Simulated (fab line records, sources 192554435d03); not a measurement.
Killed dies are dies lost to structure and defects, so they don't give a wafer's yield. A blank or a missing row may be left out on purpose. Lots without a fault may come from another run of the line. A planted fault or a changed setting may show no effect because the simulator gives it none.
Which tool did it? | flow n5_finfet | 9 lots, 26 wafers sampled, at 1 step of a route of 1938

WHAT THE GAUGES READ, wafer by wafer
N5_BEOL_M4_RC_MEAS_101.
lot  | measured     | on        | DIBL_N (mV/V)  | DIBL_P (mV/V) | IOFF_N (nA/um) | IOFF_P (nA/um) | ION_N (uA/um) | ION_P (uA/um) | SS_N (mV/dec)  | SS_P (mV/dec)  | VT_N (mV)   | VT_P (mV)
L937 | day 7 20:13  | prober-01 | 34.9 36.4 39.0 | 35 37 41      | 0.14 0.18 0.23 | 0.22 0.26 0.35 | 670 683 690   | 466 472 470   | 72.1 72.4 72.5 | 73.6 73.2 75.1 | 251 247 247 | -247 -245 -240
L945 | day 10 14:48 | prober-02 | 38.0 36.2 37.5 | 36 36 36      | 0.17 0.13 0.17 | 0.23 0.22 0.21 | 672 671 683   | 461 461 460   | 72.2 71.8 72.0 | 73.8 72.7 73.7 | 249 255 249 | -250 -250 -252
L947 | day 10 22:13 | prober-02 | 36.4 37.7 36.7 | 37 38 36      | 0.16 0.19 0.15 | 0.22 0.23 0.19 | 677 709 672   | 468 480 457   | 71.0 71.3 71.5 | 74.2 73.8 73.1 | 247 243 251 | -248 -249 -252
L953 | day 12 02:02 | prober-01 | 36.6 40.7      | 38 43         | 0.16 0.25      | 0.19 0.26      | 692 694       | 463 461       | 71.7 72.5      | 73.7 74.8      | 248 247     | -253 -250
L954 | day 12 21:01 | prober-01 | 40.7 42.5 36.0 | 40 44 35      | 0.20 0.25 0.13 | 0.23 0.31 0.17 | 690 694 677   | 462 476 467   | 72.2 72.7 70.9 | 73.8 75.2 72.6 | 249 246 253 | -250 -247 -253
L955 | day 12 22:44 | prober-02 | 34.7 37.8 34.3 | 35 41 36      | 0.13 0.18 0.12 | 0.14 0.22 0.16 | 667 671 658   | 445 450 445   | 71.0 72.3 71.2 | 72.4 73.9 72.7 | 255 251 254 | -255 -253 -258
L957 | day 13 10:51 | prober-01 | 36.5 32.8 35.4 | 35 31 34      | 0.14 0.10 0.13 | 0.19 0.14 0.17 | 663 659 670   | 462 453 461   | 70.9 70.5 71.1 | 72.6 72.4 72.0 | 250 256 252 | -251 -256 -255
L958 | day 14 04:37 | prober-02 | 36.8 37.1 37.0 | 37 38 38      | 0.19 0.20 0.17 | 0.23 0.23 0.23 | 697 694 673   | 475 466 466   | 71.2 71.2 71.6 | 72.9 73.8 74.1 | 246 246 247 | -248 -253 -251
L959 | day 14 07:22 | prober-02 | 40.0 36.7 41.0 | 38 34 40      | 0.21 0.14 0.23 | 0.22 0.16 0.25 | 677 659 689   | 457 448 467   | 72.4 71.2 72.3 | 73.5 72.5 74.2 | 249 253 247 | -253 -257 -252

WHICH TOOL RAN EACH LOT (tool, then ch and the chambers of the sampled wafers, then the start)
The record holds no process step before these readings.

WHAT THE TOOLS THEMSELVES READ (means of the sampled wafers that have a number; where no wafer has one, the mark that the record gives instead)
The record holds no such reading with a usual standard deviation.

THE ANSWER, worked out from the rows above alone
Rule: what is usual is taken from the lots themselves. Put in order of their means at a reading, lots are off if they are a third of the lots or fewer, leave a main group of 4 or more, and stand apart from it by a gap of 3 or more times the standard deviation of the main group's means; of several such gaps the widest counts. A main group whose means are all the same, to the digits that the tables above print for the reading, isn't used. A lot without any number at a reading at which 4 lots or more have one is off too. The other lots that the step has rows for count as sound. The gauges are gone through in route order, then the tools' own readings, and for those a lot's mean is taken as printed above. The first step at which some lot is off is used, and at that step the reading that is off furthest; a lot without a number counts as furthest.
No lot is off at any reading shown: from this, nothing can be told.

WHAT THE SIMULATOR HAD PUT IN
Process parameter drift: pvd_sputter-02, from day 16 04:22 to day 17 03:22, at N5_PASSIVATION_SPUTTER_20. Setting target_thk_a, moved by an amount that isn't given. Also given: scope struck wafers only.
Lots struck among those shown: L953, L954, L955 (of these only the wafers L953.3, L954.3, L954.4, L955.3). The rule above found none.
